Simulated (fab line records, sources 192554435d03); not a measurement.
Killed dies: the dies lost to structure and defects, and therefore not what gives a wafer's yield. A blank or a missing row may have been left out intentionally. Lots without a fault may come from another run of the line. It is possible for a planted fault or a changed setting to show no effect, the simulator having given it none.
Which tool was responsible? | flow n5 finfet | 9 lots, 27 wafers sampled, at 2 steps of a route of 1938

== WHAT EACH GAUGE READ, for each wafer ==
N5_BEOL_M3_RS_MEAS_58: the measuring method here is four-point-probe.
lot  | measured     | on            | M3_RS (ohm/sq)
L856 | day 10 14:08 | film metro-02 | 0.75 0.64 0.73
L858 | day 11 01:44 | film metro-02 | 0.71 0.71 0.68
L859 | day 11 15:13 | film metro-02 | 0.67 0.60 0.66
L860 | day 11 15:05 | film metro-02 | 0.72 0.71 0.70
L863 | day 11 23:05 | film metro-02 | 0.67 0.68 0.70
L864 | day 12 03:22 | film metro-01 | 0.66 0.70 0.68
L866 | day 12 23:34 | film metro-01 | 0.65 0.70 0.64
L872 | day 14 23:35 | film metro-02 | 0.67 0.66 0.65
L871 | day 15 08:41 | film metro-01 | 0.62 0.69 0.59

== WHICH TOOL RAN EACH LOT (tool, then ch and the chambers of the sampled wafers, then the start) ==
lot  | N5_BEOL_M3_SPUTTER_92
L856 | pvd sputter-01, day 10 12:38
L858 | pvd sputter-03, day 11 00:14
L859 | pvd sputter-02, day 11 13:28
L860 | pvd sputter-01, day 11 13:35
L863 | pvd sputter-03, day 11 21:25
L864 | pvd sputter-02, day 12 01:52
L866 | pvd sputter-03, day 12 22:02
L872 | pvd sputter-01, day 14 22:06
L871 | pvd sputter-03, day 15 04:58
- N5_BEOL_M3_SPUTTER_92: material Cu, target thk 4.5 nm, time 8.29 s.

== THE ANSWER, worked out from the rows above alone ==
Rule: what is usual is taken from the lots themselves. The widest of any qualifying gaps counts: lots, ordered by their means at a reading, are off when they make up no more than a third of the lots, leave a main group of 4 or more, and stand apart from it by 3 or more times the standard deviation of that group's means. A main group is skipped when, at the precision printed for the reading in the tables above, its means are all equal. Also off: a lot with no number at a reading for which 4 or more lots have one. The other lots that the step has rows for count as sound.
No lot is off at any reading shown: from this, nothing can be told.

== WHAT WAS PUT IN BY THE SIMULATOR ==
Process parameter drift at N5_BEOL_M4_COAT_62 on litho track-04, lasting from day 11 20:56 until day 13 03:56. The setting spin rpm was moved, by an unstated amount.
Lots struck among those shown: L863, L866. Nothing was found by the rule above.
